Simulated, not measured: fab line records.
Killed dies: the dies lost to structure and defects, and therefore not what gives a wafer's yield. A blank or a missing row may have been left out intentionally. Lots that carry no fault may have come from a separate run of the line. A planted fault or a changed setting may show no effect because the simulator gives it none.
Split-lot trial | flow n5-finfet | route with 1938 steps; 7 lots, 21 wafers read

== ON THE SPLIT ==
At N5_BEOL_M9_EXPOSE_25 (exposes mask V8), the setting dose-mj was moved away from the recipe's 37.25 on 9 of the 21 wafers read, by -6.4% to +6.4%. All remaining wafers had this setting at the recipe value.

== FROM THE SPLIT TO THE READING: what the file shows between them, 2 steps ==
- N5_BEOL_M9_PEB_26: peb time 60 s
- N5_BEOL_M9_DEVELOP_27: develop time 30 s

== THE READING ==
cd-nm at N5_BEOL_M9_CD_MEAS_28, given in nm (cd target 70 nm). Fault-free wafers of this fab line usually give 70.07 nm, standard deviation 0.23 nm.

wafer  | tool, chamber at the split | dose-mj as run | against the recipe | cd-nm, nm | against lot-mates on the recipe
L076.2 | euv-scanner-01, 0          | 38.07          | +2.2%              | 70.77     | +0.68
L076.3 | euv-scanner-01, 0          | 37.25          | recipe             | 70.09     | -
L076.5 | euv-scanner-01, 0          | 38.07          | +2.2%              | 70.29     | +0.20
L078.1 | euv-scanner-01, 0          | 37.25          | recipe             | 70.03     | -
L078.2 | euv-scanner-01, 0          | 38.15          | +2.4%              | 70.74     | +0.64
L078.6 | euv-scanner-01, 0          | 37.25          | recipe             | 70.17     | -
L082.2 | euv-scanner-02, 0          | 37.25          | recipe             | 70.11     | -
L082.3 | euv-scanner-02, 0          | 37.25          | recipe             | 70.27     | -
L082.4 | euv-scanner-02, 0          | 37.25          | recipe             | 70.17     | -
L083.1 | euv-scanner-02, 0          | 39.64          | +6.4%              | 71.42     | +1.11
L083.2 | euv-scanner-02, 0          | 39.64          | +6.4%              | 71.33     | +1.02
L083.5 | euv-scanner-02, 0          | 37.25          | recipe             | 70.31     | -
L085.1 | euv-scanner-02, 0          | 37.25          | recipe             | 70.15     | -
L085.2 | euv-scanner-02, 0          | 34.86          | -6.4%              | 68.07     | -2.08
L085.5 | euv-scanner-02, 0          | 34.86          | -6.4%              | 68.21     | -1.94
L090.1 | euv-scanner-01, 0          | 37.25          | recipe             | 69.78     | -
L090.5 | euv-scanner-01, 0          | 37.25          | recipe             | 69.80     | -
L090.6 | euv-scanner-01, 0          | 37.25          | recipe             | 69.84     | -
L093.1 | euv-scanner-01, 0          | 37.25          | recipe             | 70.22     | -
L093.3 | euv-scanner-01, 0          | 35.52          | -4.6%              | 68.88     | -1.34
L093.5 | euv-scanner-01, 0          | 35.52          | -4.6%              | 69.01     | -1.21

FIT RESULTS
A straight line over all 21 wafers: cd-nm changes by +0.248 nm for each +1% of dose-mj; r = +0.97; the points scatter about the line by 0.21 nm.
The same after taking each lot's own level away (the mean of its wafers on the recipe; 21 wafers): +0.244 nm for each +1%; r = +0.97; scatter 0.21 nm.
According to that fit, moving dose-mj by its largest amount changes the reading by 1.6 nm.
The lots' own levels span 69.807 to 70.310 nm, that is 2.2 times the standard deviation above.
Hence the lot-to-lot level has little effect on the slope; both slopes agree.
Check: for one of the wafers moved furthest among these (+6.4%), held out of the fit, the line's prediction against its lot-mates is +1.56 nm. Against them it came out at +1.11 nm.

== ADDITIONAL SPLITS CARRIED BY THESE WAFERS ==
Note: prior to the reading, these wafers also went through further splits. Each is held against what the fit with the lots' levels taken away leaves over:
other split on the same wafers   | wafers away from the commonest value | r with cd-nm (lot level and that fit taken away)
N5_BEOL_M8_ETCH_65 cf4-flow-sccm | 8                                    | -0.51
N5_BEOL_M8_TRENCH_ETCH_37 bias-w | 7                                    | -0.10

== THE FILE'S OWN FIT ==
cd-nm changes by +0.246 nm for each +1% of dose-mj, r = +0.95.
